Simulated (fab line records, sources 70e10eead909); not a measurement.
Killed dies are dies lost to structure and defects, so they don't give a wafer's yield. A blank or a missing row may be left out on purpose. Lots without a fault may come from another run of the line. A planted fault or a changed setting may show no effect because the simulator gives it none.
Chamber matching | flow nand_harc | NHARC_A_WL_FILL_ALD_10 on ald_hk-03: 4 sister chambers
The step deposits SiO2, target thk 50 nm, pulse time 10 s, ald cycles 500. 8 wafers are shown with their chamber, then 12 later ones without.

WAFERS WITH THEIR CHAMBER
wafer  | chamber | heater_power_w (W) | precursor_pulse_height_rel
L084.4 | 0       | 502                | 1.006
L084.1 | 2       | 428                | 1.024
L084.2 | 3       | 517                | 1.003
L084.6 | 0       | 511                | 0.991
L084.5 | 1       | 544                | 0.993
L087.1 | 1       | 552                | 0.983
L087.4 | 3       | 519                | 0.996
L087.5 | 2       | 420                | 1.022

WAFERS WITHOUT THEIR CHAMBER
wafer  | heater_power_w (W) | precursor_pulse_height_rel
L089.1 | 522                | 1.021
L089.4 | 419                | 0.991
L089.5 | 517                | 1.009
L090.1 | 514                | 1.018
L090.3 | 420                | 1.010
L090.6 | 511                | 1.009
L093.2 | 563                | 0.988
L093.3 | 511                | 0.990
L093.4 | 513                | 0.963
L094.4 | 502                | 0.967
L094.5 | 416                | 0.997
L094.6 | 513                | 1.023

WHICH CHAMBER EACH WENT THROUGH
wafer  | from the rows above     | in truth
L089.1 | can't be placed: 3 or 0 | 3
L089.4 | 2                       | 2
L089.5 | can't be placed: 3 or 0 | 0
L090.1 | can't be placed: 3 or 0 | 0
L090.3 | 2                       | 2
L090.6 | can't be placed: 0 or 3 | 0
L093.2 | 1                       | 1
L093.3 | can't be placed: 0 or 3 | 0
L093.4 | can't be placed: 0 or 3 | 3
L094.4 | can't be placed: 0 or 3 | 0
L094.5 | 2                       | 2
L094.6 | can't be placed: 3 or 0 | 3
Placed correctly: 4 of 12. Can't be placed from these rows: 8 (the true chamber is among the candidates in 8). Placed wrongly: 0.
How it was worked out, from the rows above alone: a wafer's distance from a chamber is the root of the sum, over the readings, of the square of ((its reading less the chamber's mean) divided by the reading's scatter). The wafer belongs to the nearest chamber; if the next one is less than 2 further off, it can't be placed. A chamber's mean is the mean of its shown wafers. The scatter: the root of (the sum of the squares of (reading less its chamber's mean) over the shown wafers, divided by (wafers less chambers)).
